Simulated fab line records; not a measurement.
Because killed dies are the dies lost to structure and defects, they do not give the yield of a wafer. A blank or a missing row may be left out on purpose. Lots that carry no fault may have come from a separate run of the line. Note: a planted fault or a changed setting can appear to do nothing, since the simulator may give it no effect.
fab line records | flow nand_harc
[record] lots = 12 | wafers = 36 | last_day = 24
route steps=1159 shown A_M0@1014 A_M1@1034 END@1159
lots that met no fault: from a run of the same line without faults
start_h: start of the lot's first displayed wafer, in hours after the record's first day | wait_h: time in hours since the lot's previous step | " identical to the entry in the row above | L1.1+2: a row that stands for several wafers | - either no value or no given start | * or withheld: withheld | < > ~ a bound
route shown NAME@n: a module of which the file shows steps, and the number in the route of the first | usual: mean/standard deviation taken from wafers without a fault | same: alike in all rows | chamber/n: place in a boat | sites: the reading at each site | _std_site: their standard deviation | _edge_site: mean of outer sites minus mean of inner sites | radius_mm: for every site, how far away it sits from the centre of the wafer | mask NAME#n: copy n | behind: the last tool/chamber to shape the wafer | hold: cause of the lot's hold/its duration in hours/its outcome | device: whichever transistor did not switch (one of n, p or np) | end of line: the route-end tests of the same wafers | for a step that has no rows: nothing shown but its recipe | killed: dies that structure and defects cost at the first sort, which is not the same as the wafer's yield | map: a wafer's dies, x killed, . not, _ none there
set.NAME: the run value of the setting; set.NAME@STEP: its run value at that earlier step | model.NAME: the simulator's own value behind a step, which no gauge read
one table for each step of the route and one row for each wafer, over a sample of lots
services: the hour from which a tool's chamber was out of use, counted from the record's first day as start_h (under 0 if before that day), plus the number of hours and why
[[steps]]
[step NHARC_A_M0_PRE_CLEAN_29]
[recipe] time_s = 30 | temp_c = 280 | gas = H2/He
[usual] heater_power_w = 412/50
lot.wafer | tool           | chamber | start_h | wait_h | heater_power_w
L151.2    | pvd_sputter-03 | -       | -       | -      | 413
L151.4    | "              | -       | "       | "      | 462
L151.6    | "              | -       | "       | "      | 403
L155.2    | pvd_sputter-03 | -       | -       | -      | 474
L155.6    | "              | -       | "       | "      | 478
L155.5    | "              | -       | "       | "      | 345
L158.4    | pvd_sputter-01 | -       | -       | -      | 343
L158.5    | "              | -       | "       | "      | 366
L158.6    | "              | -       | "       | "      | 425
L161.2    | pvd_sputter-01 | -       | -       | -      | 370
L161.5    | "              | -       | "       | "      | 332
L161.6    | "              | -       | "       | "      | 404
L162.4    | pvd_sputter-01 | -       | -       | -      | 334
L162.1    | "              | -       | "       | "      | 385
L162.6    | "              | -       | "       | "      | 336
L166.1    | pvd_sputter-03 | -       | -       | -      | 455
L166.3    | "              | -       | "       | "      | 327
L166.6    | "              | -       | "       | "      | 377
L165.1    | pvd_sputter-02 | -       | -       | -      | 428
L165.6    | "              | -       | "       | "      | 473
L165.5    | "              | -       | "       | "      | 462
L163.4    | pvd_sputter-01 | -       | -       | -      | 397
L163.3    | "              | -       | "       | "      | 419
L163.5    | "              | -       | "       | "      | 382
L170.1    | pvd_sputter-02 | -       | -       | -      | 478
L170.5    | "              | -       | "       | "      | 475
L170.6    | "              | -       | "       | "      | 429
L169.3    | pvd_sputter-02 | -       | -       | -      | 473
L169.2    | "              | -       | "       | "      | 476
L169.6    | "              | -       | "       | "      | 472
L172.3    | pvd_sputter-01 | -       | -       | -      | 341
L172.6    | "              | -       | "       | "      | 329
L172.5    | "              | -       | "       | "      | 391
L171.3    | pvd_sputter-02 | -       | -       | -      | 459
L171.4    | "              | -       | "       | "      | 426
L171.6    | "              | -       | "       | "      | 461
[step NHARC_A_M0_INSPECT_27]
[usual] raw_defect_count = 477/190
lot.wafer | tool              | chamber | start_h | wait_h | raw_defect_count
L151.2    | defect_inspect-01 | -       | 413.21  | 0.0    | 481
L151.4    | "                 | -       | "       | "      | 393
L151.6    | "                 | -       | "       | "      | 374
L155.2    | defect_inspect-02 | -       | 436.09  | 0.0    | 615
L155.5    | "                 | -       | "       | "      | 763
L155.6    | "                 | -       | "       | "      | 380
L158.4    | defect_inspect-01 | -       | 458.91  | 0.0    | 452
L158.5    | "                 | -       | "       | "      | 339
L158.6    | "                 | -       | "       | "      | 347
L161.2    | defect_inspect-02 | -       | 465.79  | 0.0    | 358
L161.5    | "                 | -       | "       | "      | 237
L161.6    | "                 | -       | "       | "      | 266
L162.1    | defect_inspect-01 | -       | 495.66  | 0.0    | 426
L162.4    | "                 | -       | "       | "      | 380
L162.6    | "                 | -       | "       | "      | 396
L166.1    | defect_inspect-02 | -       | 497.20  | 0.0    | 522
L166.3    | "                 | -       | "       | "      | 568
L166.6    | "                 | -       | "       | "      | 707
L165.1    | defect_inspect-02 | -       | 501.98  | 0.0    | 276
L165.5    | "                 | -       | "       | "      | 261
L165.6    | "                 | -       | "       | "      | 285
L163.3    | defect_inspect-02 | -       | 502.37  | 0.0    | 314
L163.4    | "                 | -       | "       | "      | 867
L163.5    | "                 | -       | "       | "      | 394
L170.1    | defect_inspect-02 | -       | 511.70  | 0.0    | 377
L170.5    | "                 | -       | "       | "      | 369
L170.6    | "                 | -       | "       | "      | 373
L169.2    | defect_inspect-02 | -       | 512.56  | 0.0    | 352
L169.3    | "                 | -       | "       | "      | 297
L169.6    | "                 | -       | "       | "      | 313
L172.3    | defect_inspect-01 | -       | 529.19  | 0.0    | 547
L172.5    | "                 | -       | "       | "      | 590
L172.6    | "                 | -       | "       | "      | 652
L171.3    | defect_inspect-02 | -       | 538.30  | 0.0    | 425
L171.4    | "                 | -       | "       | "      | 437
L171.6    | "                 | -       | "       | "      | 484
[step NHARC_A_M1_PEB_07]
[recipe] peb_temp_c = 100 | peb_time_s = 65
[usual] exhaust_pa = 45.3/0.86 | heater_power_total_W = 156.5/0.43 | plate_temp_C = 99.99/0.14
lot.wafer | tool           | chamber | start_h | wait_h | exhaust_pa | heater_power_total_W | plate_temp_C
L151.2    | litho_track-04 | 0       | 414.56  | 0.1    | 46.6       | 156.4                | 100.18
L151.4    | "              | 0       | "       | "      | 47.2       | 156.0                | 99.99
L151.6    | "              | 0       | "       | "      | 46.5       | 157.2                | 100.31
L155.2    | litho_track-06 | 0       | 437.43  | 0.1    | 46.5       | 125.8                | 85.53
L155.5    | "              | 0       | "       | "      | 45.8       | 126.2                | 85.52
L155.6    | "              | 0       | "       | "      | 45.5       | 125.8                | 85.19
L158.4    | litho_track-06 | 0       | 460.08  | 0.0    | 43.7       | 126.4                | 85.79
L158.5    | "              | 0       | "       | "      | 45.6       | 125.8                | 85.60
L158.6    | "              | 0       | "       | "      | 45.4       | 126.3                | 85.91
L161.2    | litho_track-04 | 0       | 467.12  | 0.1    | 46.2       | 156.6                | 99.95
L161.5    | "              | 0       | "       | "      | 45.5       | 156.1                | 100.10
L161.6    | "              | 0       | "       | "      | 46.2       | 156.6                | 99.95
L162.1    | litho_track-01 | 0       | 496.86  | 0.1    | 44.9       | 157.1                | 99.91
L162.4    | "              | 0       | "       | "      | 44.6       | 156.0                | 99.91
L162.6    | "              | 0       | "       | "      | 44.8       | 157.0                | 100.05
L166.1    | litho_track-01 | 0       | 498.37  | 0.1    | 45.2       | 156.5                | 100.05
L166.3    | "              | 0       | "       | "      | 44.7       | 156.1                | 99.99
L166.6    | "              | 0       | "       | "      | 45.2       | 156.0                | 99.87
L165.1    | litho_track-01 | 0       | 503.32  | 0.1    | 44.8       | 156.1                | 100.19
L165.5    | "              | 0       | "       | "      | 46.0       | 156.0                | 100.23
L165.6    | "              | 0       | "       | "      | 45.8       | 156.0                | 99.99
L163.3    | litho_track-01 | 0       | 503.66  | 0.0    | 43.4       | 157.0                | 100.17
L163.4    | "              | 0       | "       | "      | 43.3       | 157.0                | 100.14
L163.5    | "              | 0       | "       | "      | 43.5       | 157.1                | 100.34
L170.1    | litho_track-06 | 0       | 513.42  | 0.1    | 44.7       | 157.2                | 99.67
L170.5    | "              | 0       | "       | "      | 45.2       | 157.2                | 99.96
L170.6    | "              | 0       | "       | "      | 44.8       | 156.0                | 100.09
L169.2    | litho_track-06 | 0       | 514.17  | 0.1    | 45.7       | 157.1                | 99.90
L169.3    | "              | 0       | "       | "      | 46.1       | 156.9                | 99.88
L169.6    | "              | 0       | "       | "      | 45.2       | 156.0                | 99.87
L172.3    | litho_track-01 | 0       | 531.72  | 0.0    | 46.1       | 156.4                | 99.92
L172.5    | "              | 0       | "       | "      | 45.6       | 156.8                | 99.92
L172.6    | "              | 0       | "       | "      | 45.6       | 156.6                | 100.08
L171.3    | litho_track-01 | 0       | 539.47  | 0.0    | 44.9       | 156.0                | 100.01
L171.4    | "              | 0       | "       | "      | 44.9       | 156.1                | 100.06
L171.6    | "              | 0       | "       | "      | 45.9       | 157.1                | 99.98
[step NHARC_A_M1_CD_MEAS_09]
[recipe] target_cd_nm = 120 | landing_energy_ev = 500
[usual] cd_nm = 120.1/0.54
lot.wafer | tool      | chamber | start_h | wait_h | cd_nm
L151.2    | cd_sem-01 | 0       | 414.64  | -      | 120.3
L151.4    | "         | 0       | "       | "      | 119.7
L151.6    | "         | 0       | "       | "      | 120.2
L155.2    | cd_sem-03 | 0       | 437.51  | -      | 42.0
L155.5    | "         | 0       | "       | "      | 41.3
L155.6    | "         | 0       | "       | "      | 41.7
L158.4    | cd_sem-02 | 0       | 460.16  | -      | 41.6
L158.5    | "         | 0       | "       | "      | 41.3
L158.6    | "         | 0       | "       | "      | 41.2
L161.2    | cd_sem-02 | 0       | 467.20  | -      | 121.0
L161.5    | "         | 0       | "       | "      | 120.5
L161.6    | "         | 0       | "       | "      | 120.9
L162.1    | cd_sem-01 | 0       | 496.94  | -      | 120.9
L162.4    | "         | 0       | "       | "      | 121.0
L162.6    | "         | 0       | "       | "      | 121.0
L166.1    | cd_sem-01 | 0       | 498.45  | -      | 119.9
L166.3    | "         | 0       | "       | "      | 119.3
L166.6    | "         | 0       | "       | "      | 120.0
L165.1    | cd_sem-03 | 0       | 503.40  | -      | 120.2
L165.5    | "         | 0       | "       | "      | 119.9
L165.6    | "         | 0       | "       | "      | 119.8
L163.3    | cd_sem-02 | 0       | 503.74  | -      | 120.5
L163.4    | "         | 0       | "       | "      | 120.2
L163.5    | "         | 0       | "       | "      | 120.1
L170.1    | cd_sem-01 | 0       | 513.50  | -      | 119.9
L170.5    | "         | 0       | "       | "      | 119.6
L170.6    | "         | 0       | "       | "      | 119.7
L169.2    | cd_sem-02 | 0       | 514.25  | -      | 119.5
L169.3    | "         | 0       | "       | "      | 118.4
L169.6    | "         | 0       | "       | "      | 119.4
L172.3    | cd_sem-03 | 0       | 531.80  | -      | 120.2
L172.5    | "         | 0       | "       | "      | 120.4
L172.6    | "         | 0       | "       | "      | 119.5
L171.3    | cd_sem-03 | 0       | 539.55  | -      | 120.5
L171.4    | "         | 0       | "       | "      | 120.3
L171.6    | "         | 0       | "       | "      | 120.6
[step NHARC_A_M1_INSPECT_11]
[usual] raw_defect_count = 33/14
lot.wafer | tool              | chamber | start_h | wait_h | raw_defect_count
L151.2    | defect_inspect-02 | -       | 414.76  | 0.0    | 39
L151.4    | "                 | -       | "       | "      | 35
L151.6    | "                 | -       | "       | "      | 55
L155.2    | defect_inspect-02 | -       | 437.63  | 0.0    | 19
L155.5    | "                 | -       | "       | "      | 14
L155.6    | "                 | -       | "       | "      | 14
L158.4    | defect_inspect-01 | -       | 460.28  | 0.0    | 38
L158.5    | "                 | -       | "       | "      | 42
L158.6    | "                 | -       | "       | "      | 38
L161.2    | defect_inspect-02 | -       | 467.33  | 0.0    | 19
L161.5    | "                 | -       | "       | "      | 17
L161.6    | "                 | -       | "       | "      | 15
L162.1    | defect_inspect-02 | -       | 497.06  | 0.0    | 47
L162.4    | "                 | -       | "       | "      | 33
L162.6    | "                 | -       | "       | "      | 39
L166.1    | defect_inspect-02 | -       | 498.58  | 0.0    | 43
L166.3    | "                 | -       | "       | "      | 44
L166.6    | "                 | -       | "       | "      | 43
L165.1    | defect_inspect-01 | -       | 503.52  | 0.0    | 43
L165.5    | "                 | -       | "       | "      | 26
L165.6    | "                 | -       | "       | "      | 36
L163.3    | defect_inspect-02 | -       | 503.86  | 0.0    | 34
L163.4    | "                 | -       | "       | "      | 35
L163.5    | "                 | -       | "       | "      | 32
L170.1    | defect_inspect-01 | -       | 513.62  | 0.0    | 55
L170.5    | "                 | -       | "       | "      | 76
L170.6    | "                 | -       | "       | "      | 61
L169.2    | defect_inspect-02 | -       | 514.38  | 0.0    | 37
L169.3    | "                 | -       | "       | "      | 47
L169.6    | "                 | -       | "       | "      | 24
L172.3    | defect_inspect-02 | -       | 531.92  | 0.0    | 27
L172.5    | "                 | -       | "       | "      | 21
L172.6    | "                 | -       | "       | "      | 14
L171.3    | defect_inspect-01 | -       | 539.67  | 0.0    | 43
L171.4    | "                 | -       | "       | "      | 42
L171.6    | "                 | -       | "       | "      | 50
[step NHARC_A_M1_CD_MEAS_16]
[usual] cd_nm = 119.9/0.65
lot.wafer | tool      | chamber | start_h | wait_h | cd_nm
L151.2    | cd_sem-02 | -       | 415.13  | -      | 120.2
L151.4    | "         | -       | "       | "      | 120.7
L151.6    | "         | -       | "       | "      | 120.4
L155.2    | cd_sem-01 | -       | 438.00  | -      | 41.4
L155.5    | "         | -       | "       | "      | 40.9
L155.6    | "         | -       | "       | "      | 41.0
L158.4    | cd_sem-03 | -       | 460.70  | -      | 41.2
L158.5    | "         | -       | "       | "      | 41.5
L158.6    | "         | -       | "       | "      | 41.1
L161.2    | cd_sem-02 | -       | 467.70  | -      | 120.1
L161.5    | "         | -       | "       | "      | 119.9
L161.6    | "         | -       | "       | "      | 120.4
L162.1    | cd_sem-01 | -       | 497.54  | -      | 120.9
L162.4    | "         | -       | "       | "      | 120.3
L162.6    | "         | -       | "       | "      | 120.1
L166.1    | cd_sem-01 | -       | 498.99  | -      | 119.3
L166.3    | "         | -       | "       | "      | 119.3
L166.6    | "         | -       | "       | "      | 119.8
L165.1    | cd_sem-02 | -       | 503.89  | -      | 120.0
L165.5    | "         | -       | "       | "      | 119.5
L165.6    | "         | -       | "       | "      | 118.9
L163.3    | cd_sem-01 | -       | 504.24  | -      | 120.9
L163.4    | "         | -       | "       | "      | 119.4
L163.5    | "         | -       | "       | "      | 119.0
L170.1    | cd_sem-03 | -       | 513.99  | -      | 119.6
L170.5    | "         | -       | "       | "      | 119.2
L170.6    | "         | -       | "       | "      | 120.0
L169.2    | cd_sem-02 | -       | 514.74  | -      | 119.5
L169.3    | "         | -       | "       | "      | 119.1
L169.6    | "         | -       | "       | "      | 118.4
L172.3    | cd_sem-01 | -       | 532.29  | -      | 120.4
L172.5    | "         | -       | "       | "      | 121.3
L172.6    | "         | -       | "       | "      | 119.4
L171.3    | cd_sem-02 | -       | 540.04  | -      | 120.9
L171.4    | "         | -       | "       | "      | 120.7
L171.6    | "         | -       | "       | "      | 120.3
[step NHARC_END_SORT_01]
[recipe] temp_c = 25
[usual] defect_limited_yield = 94.9/1.7 | killed_at_array = 31/12 | killed_at_other = 0.6/0.85 | killed_at_periphery = 3.0/2.3 | killed_dies = 35/12 | killed_open = 3.2/1.9 | killed_short = 1.8/1.4 | sort_bin_2_pct = 1.6/0.7 | sort_bin_3_pct = 0.28/0.22 | sort_bin_4_pct = 3.3/1.2 | sort_n_pass = 642/12 | sort_rim_yield_pct = 97.7/1.5 | sort_yield_pct = 94.9/1.7
[same] gross_dies = 677 | sort_bin_5_pct[%] = 0 | sort_bin_6_pct[%] = 0 | sort_bin_7_pct[%] = 0 | sort_bin_8_pct[%] = 0 | sort_rim_n_gross = 106.00
lot.wafer | tool      | chamber | start_h | wait_h | defect_limited_yield[%] | killed_at_array | killed_at_other | killed_at_periphery | killed_dies | killed_open | killed_short | sort_bin_2_pct[%] | sort_bin_3_pct[%] | sort_bin_4_pct[%] | sort_n_pass | sort_rim_yield_pct[%] | sort_yield_pct[%]
L155.2    | prober-02 | 0       | 473.34  | 2.8    | 0                       | 670             | 1               | 6                   | 677         | 4           | 2            | 97.0              | 0.15              | 2.8               | 0           | 0                     | 0
L155.5    | prober-02 | 0       | 475.73  | 3.7    | 0                       | 672             | 0               | 5                   | 677         | 7           | 1            | 98.1              | 0                 | 1.9               | 0           | 0                     | 0
L155.6    | prober-02 | 0       | 476.52  | 4.0    | 0                       | 672             | 2               | 3                   | 677         | 2           | 2            | 97.9              | 0.15              | 1.9               | 0           | 0                     | 0
L158.4    | prober-01 | 0       | 503.30  | 3.4    | 0                       | 675             | 0               | 2                   | 677         | 6           | 3            | 95.9              | 0.59              | 3.5               | 0           | 0                     | 0
L158.5    | prober-01 | 0       | 504.09  | 3.7    | 0                       | 673             | 1               | 3                   | 677         | 2           | 2            | 95.1              | 0.44              | 4.4               | 0           | 0                     | 0
L158.6    | prober-01 | 0       | 504.89  | 4.0    | 0                       | 675             | 0               | 2                   | 677         | 4           | 2            | 96.3              | 0.59              | 3.1               | 0           | 0                     | 0
// killed by level:class
L155.2 A_M1:area_peb=647 A_STAIRCASE:chamber_film_flake=8 A_CHANNEL_HOLE_D1:chamber_film_flake=3 A_SLIT:chamber_film_flake=3 A_CONTACT:chamber_film_flake=3 P_GATE:chamber_film_flake=2 P_M2:chamber_film_flake=2 A_WL_FILL:chamber_film_flake=2
L155.5 A_M1:area_peb=655 A_STAIRCASE:chamber_film_flake=4 A_CONTACT:chamber_film_flake=4 A_M0:geometric_particle:open=2 P_M2:chamber_film_flake=2 P_CONTACT:geometric_particle:open=1 A_SOURCE_PLATE:geometric_particle:short=1 A_ONON_D1:geometric_particle:open=1
L155.6 A_M1:area_peb=657 A_CHANNEL_HOLE_D1:chamber_film_flake=6 A_STAIRCASE:chamber_film_flake=4 A_SLIT:chamber_film_flake=2 THIN_TSV:chamber_film_flake=2 P_GATE:geometric_particle:short=1 P_M0:geometric_particle:open=1 A_CONTACT:geometric_particle:short=1
L158.4 A_M1:area_peb=638 A_SLIT:chamber_film_flake=13 A_CHANNEL_HOLE_D1:chamber_film_flake=9 A_STAIRCASE:chamber_film_flake=3 A_CONTACT:chamber_film_flake=3 A_M1:geometric_particle:open=2 P_M2:geometric_particle:open=1 A_CHANNEL_FILL_D1:geometric_particle:open=1
L158.5 A_M1:area_peb=632 A_CHANNEL_HOLE_D1:chamber_film_flake=16 A_SLIT:chamber_film_flake=16 A_CONTACT:chamber_film_flake=3 A_STAIRCASE:chamber_film_flake=2 P_CONTACT:geometric_particle:open=1 A_ONON_D1:geometric_particle:open=1 A_CONTACT:geometric_particle:short=1
L158.6 A_M1:area_peb=641 A_SLIT:chamber_film_flake=12 A_CHANNEL_HOLE_D1:chamber_film_flake=9 A_STAIRCASE:chamber_film_flake=4 A_CONTACT:geometric_particle:open=2 A_M1:geometric_particle:short=2 P_ZERO_WELL:chamber_film_flake=2 A_WL_FILL:chamber_film_flake=2
[[services]]
tool           | chamber | start_h | hours | kind
pvd_sputter-02 | -       | 392.00  | 10.0  | pm
pvd_sputter-03 | -       | 397.46  | 2.7   | repair
pvd_sputter-03 | -       | 439.51  | 8.0   | repair
litho_track-01 | -       | 443.00  | 7.0   | pm
pvd_sputter-02 | -       | 453.76  | 7.9   | repair
pvd_sputter-03 | -       | 458.00  | 10.0  | pm
litho_track-06 | -       | 467.00  | 7.0   | pm
litho_track-04 | -       | 491.00  | 7.0   | pm
litho_track-06 | -       | 510.10  | -     | consumable_replace:filter
pvd_sputter-01 | -       | 514.04  | 10.0  | pm
[[key]]
[first_sign] step = NHARC_A_M1_PEB_07 | reading = plate_temp_C | direction = down | sigmas = 99+ | usual = * | struck = *
[effect] step = NHARC_A_M1_PEB_07 | reading = heater_power_total_W | direction = down | sigmas = 72 | usual = * | struck = *
[effect] step = NHARC_A_M1_CD_MEAS_09 | reading = cd_nm | direction = down | sigmas = 99+ | usual = 120.1 | struck = 41.5
[effect] step = NHARC_A_M1_CD_MEAS_16 | reading = cd_nm | direction = down | sigmas = 99+ | usual = 119.9 | struck = 41.2
[effect] step = NHARC_END_SORT_01 | reading = sort_bin_2_pct | direction = up | sigmas = 99+ | usual = 1.6 | struck = 96.7
[more_kills_born_at] NHARC_A_M1_PEB_07@litho_track-06 = 3870
met_at NHARC_A_M1_PEB_07
struck_lots L155,L158
later_rows_left_out L155.2,L155.5,L155.6,L158.4,L158.5,L158.6
not_acting_at NHARC_A_M0_PRE_CLEAN_29,NHARC_A_M0_INSPECT_27,NHARC_A_M1_INSPECT_11
[fault] kind = process_parameter_drift | tool = litho_track-06 | chamber = - | onset_h = 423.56 | steps = NHARC_A_M1_PEB_07 | channel = peb_temp_c | offset = * | shape = step | end_h = 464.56 | acts_in = * | stated = *
// later_rows_left_out: the simulator's readings of these wafers behind a module that went badly wrong aren't trusted and aren't shown, but for the sort
